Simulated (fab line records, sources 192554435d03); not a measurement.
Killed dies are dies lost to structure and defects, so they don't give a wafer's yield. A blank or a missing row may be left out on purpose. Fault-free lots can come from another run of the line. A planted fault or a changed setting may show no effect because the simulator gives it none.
What tool caused it? + flow n5_finfet + route of 1938 steps, sampled at 1 step: 13 lots, 35 wafers

WHAT THE GAUGES READ, wafer by wafer
N5_WELL_APT_INSPECT_38: inspects for defects (darkfield). Usual: 12 for raw_defect_count, sd 4.3.
| lot  | measured    | on                | raw_defect_count | flag |
|------|-------------|-------------------|------------------|------|
| L715 | day 1 23:28 | defect_inspect-01 | 10 18 15         |      |
| L717 | day 2 10:59 | defect_inspect-01 | 20 15 17         |      |
| L719 | day 2 22:38 | defect_inspect-01 | 10 7 12          |      |
| L721 | day 3 11:24 | defect_inspect-02 | 12 13 16         |      |
| L722 | day 3 16:41 | defect_inspect-02 | 5 9              |      |
| L723 | day 3 23:31 | defect_inspect-01 | 15 10 15         |      |
| L724 | day 4 04:53 | defect_inspect-02 | 14 16 25         |      |
| L727 | day 4 22:50 | defect_inspect-01 | 10 13 10         |      |
| L728 | day 5 04:47 | defect_inspect-02 | 12 19 13         |      |
| L731 | day 5 23:05 | defect_inspect-01 | 17               |      |
| L734 | day 6 18:40 | defect_inspect-01 | 22 11 5          |      |
| L735 | day 6 23:34 | defect_inspect-02 | 11 10 9          |      |
| L736 | day 7 04:46 | defect_inspect-01 | 9 16             |      |

EACH LOT AND THE TOOL THAT RAN IT (in order: tool; ch and the chambers of the sampled wafers; start)
Record: no process step prior to these readings.

WHAT THE TOOLS THEMSELVES READ (means of the sampled wafers that have a number; where no wafer has one, the mark that the record gives instead)
The record holds no such reading with a usual standard deviation.

THE ANSWER, worked out from the rows above alone
Rule: a lot is off if the mean of its wafers that have a number lies more than 3 standard deviations from the usual mean. Also off: a lot with no number at a reading for which 4 or more lots have one. Any other lot the step has rows for is counted as sound. Order of review: gauges by route order, followed by the tools' own readings, for which a lot's mean as printed above is used. At the first step where some lot is off, the reading lying furthest off is the one used; lots without a number count as furthest.
No lot is off on any of the readings shown, so nothing can be concluded from this.

WHAT WAS PUT IN BY THE SIMULATOR
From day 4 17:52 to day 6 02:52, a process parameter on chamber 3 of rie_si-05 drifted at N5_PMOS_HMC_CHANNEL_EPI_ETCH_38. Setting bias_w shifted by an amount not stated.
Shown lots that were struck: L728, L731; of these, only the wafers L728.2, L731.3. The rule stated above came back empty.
